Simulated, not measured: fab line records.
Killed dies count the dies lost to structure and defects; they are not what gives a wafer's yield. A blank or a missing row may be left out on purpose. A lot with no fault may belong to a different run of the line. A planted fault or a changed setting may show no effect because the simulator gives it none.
Matching of chambers | flow n5Finfet | N5_BEOL_M12_DESCUM_33 on rieDiel-04 has 4 sister chambers
The step chemistry O2, time 7.9 s. 4 wafers are shown with their chamber, then 8 later ones without.

== WAFERS, EACH WITH ITS CHAMBER ==
wafer  | chamber | drypumpMotorCurrentA (A)
L097.3 | 1       | 5.6
L091.2 | 2       | 5.1
L091.3 | 0       | 6.1
L094.1 | 3       | 5.1

== WAFERS WITHOUT THEIR CHAMBER ==
wafer  | drypumpMotorCurrentA (A)
L094.5 | 5.2
L094.6 | 5.1
L089.1 | 6.1
L089.2 | 5.1
L089.3 | 5.1
L096.3 | 5.1
L096.4 | 6.1
L096.6 | 5.6

== WHICH CHAMBER EACH ONE RAN IN ==
wafer  | from the rows above     | in truth
L094.5 | can't be placed: 2 or 3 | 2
L094.6 | can't be placed: 2 or 3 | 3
L089.1 | 0                       | 0
L089.2 | can't be placed: 2 or 3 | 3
L089.3 | can't be placed: 2 or 3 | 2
L096.3 | can't be placed: 2 or 3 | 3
L096.4 | 0                       | 0
L096.6 | 1                       | 1
Correct placement for 3 of the 8. These rows do not allow placing 5 (true chamber among the candidates in 5). Wrongly placed: 0.
How it was worked out, from the rows above alone: a wafer's distance from a chamber is the root of the sum, over the readings, of the square of ((its reading less the chamber's mean) divided by the reading's scatter). The wafer belongs to the nearest chamber; if the next one is less than 2 further off, it can't be placed. For every chamber, the mean is computed from those of its wafers that are shown. The scatter: with one shown wafer a chamber, the root of the mean of the squares of how far each hidden wafer lies from its nearest shown one.
